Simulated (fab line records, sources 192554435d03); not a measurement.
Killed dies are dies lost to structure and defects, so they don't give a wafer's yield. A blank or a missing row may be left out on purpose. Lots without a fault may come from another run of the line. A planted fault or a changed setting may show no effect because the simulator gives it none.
Which tool did it? | flow n5_finfet | 10 lots, 30 wafers sampled, at 5 steps of a route of 1938

WHAT THE GAUGES READ, wafer by wafer
N5_STI_FIN_REVEAL_FIN_H_MEAS_10.
lot  | measured    | on     | trench_depth_nm (nm)
L245 | day 3 00:21 | ocd-02 | 52.4 52.3 52.0
L246 | day 3 07:13 | ocd-01 | 52.8 52.9 53.0
L247 | day 3 13:01 | ocd-02 | 51.3 51.4 51.1
L248 | day 3 18:43 | ocd-01 | 52.0 51.2 54.0
L249 | day 4 03:20 | ocd-01 | 54.2 51.6 51.6
L260 | day 6 18:11 | ocd-01 | 51.1 52.4 51.0
L262 | day 7 08:59 | ocd-01 | 51.7 51.8 51.6
L263 | day 7 13:30 | ocd-02 | 51.4 51.3 51.8
L265 | day 8 01:29 | ocd-01 | 52.6 51.6 52.3
L266 | day 8 08:39 | ocd-01 | 52.3 51.4 51.4

WHICH TOOL RAN EACH LOT (tool, then ch and the chambers of the sampled wafers, then the start)
lot  | N5_FIN_CUT_PRECLEAN_35            | N5_STI_FIN_REVEAL_ALD_14         | N5_STI_FIN_REVEAL_DENSIFY_30    | N5_STI_FIN_REVEAL_RECESS_09
L245 | vapor_etch-01 ch 0,1, day 2 15:11 | ald_sin-04 ch 1,2,3, day 2 15:38 | rtp_anneal-02 ch 0, day 2 21:04 | vapor_etch-01 ch 0,1, day 2 21:38
L246 | vapor_etch-02 ch 0,1, day 2 21:35 | ald_sin-03 ch 1,3, day 2 22:02   | rtp_anneal-01 ch 0, day 3 04:01 | vapor_etch-01 ch 0,1, day 3 04:29
L247 | vapor_etch-01 ch 0,1, day 3 04:00 | ald_sin-04 ch 2,3, day 3 04:26   | rtp_anneal-02 ch 0, day 3 09:52 | vapor_etch-01 ch 0,1, day 3 10:48
L248 | vapor_etch-02 ch 0,1, day 3 09:24 | ald_sin-02 ch 1,2,3, day 3 09:51 | rtp_anneal-02 ch 0, day 3 15:16 | vapor_etch-01 ch 0,1, day 3 16:01
L249 | vapor_etch-02 ch 0,1, day 3 18:21 | ald_sin-02 ch 1,2,3, day 3 18:48 | rtp_anneal-01 ch 0, day 4 00:11 | vapor_etch-01 ch 0,1, day 4 00:38
L260 | vapor_etch-01 ch 0,1, day 6 09:04 | ald_sin-04 ch 0,1,3, day 6 09:29 | rtp_anneal-02 ch 0, day 6 15:05 | vapor_etch-02 ch 0,1, day 6 16:01
L262 | vapor_etch-02 ch 0,1, day 6 23:41 | ald_sin-03 ch 2,3, day 7 00:27   | rtp_anneal-01 ch 0, day 7 05:52 | vapor_etch-02 ch 0,1, day 7 06:49
L263 | vapor_etch-02 ch 0,1, day 7 04:21 | ald_sin-03 ch 2,3, day 7 04:53   | rtp_anneal-01 ch 0, day 7 10:16 | vapor_etch-02 ch 0,1, day 7 10:47
L265 | vapor_etch-01 ch 1, day 7 16:19   | ald_sin-02 ch 0,2,3, day 7 16:55 | rtp_anneal-02 ch 0, day 7 22:19 | vapor_etch-01 ch 0,1, day 7 22:45
L266 | vapor_etch-02 ch 0,1, day 7 23:05 | ald_sin-04 ch 0,2,3, day 7 23:32 | rtp_anneal-02 ch 0, day 8 05:33 | vapor_etch-01 ch 0,1, day 8 06:29
- N5_FIN_CUT_PRECLEAN_35: cleans in vHF, time 13.3 s.
- N5_STI_FIN_REVEAL_ALD_14: deposits Si3N4, target thk 3 nm.
- N5_STI_FIN_REVEAL_DENSIFY_30
- N5_STI_FIN_REVEAL_RECESS_09: chemistry HF/NH3, target SiO2, afs cycles 11, target depth 42.5 nm, sublimation time 60 s.

THE ANSWER, worked out from the rows above alone
Rule: what is usual is taken from the lots themselves. Put in order of their means at a reading, lots are off if they are a third of the lots or fewer, leave a main group of 4 or more, and stand apart from it by a gap of 3 or more times the standard deviation of the main group's means; of several such gaps the widest counts. A main group whose means are all the same, to the digits that the tables above print for the reading, isn't used. A lot without any number at a reading at which 4 lots or more have one is off too. The other lots that the step has rows for count as sound.
No lot is off at any reading shown: from this, nothing can be told.

WHAT THE SIMULATOR HAD PUT IN
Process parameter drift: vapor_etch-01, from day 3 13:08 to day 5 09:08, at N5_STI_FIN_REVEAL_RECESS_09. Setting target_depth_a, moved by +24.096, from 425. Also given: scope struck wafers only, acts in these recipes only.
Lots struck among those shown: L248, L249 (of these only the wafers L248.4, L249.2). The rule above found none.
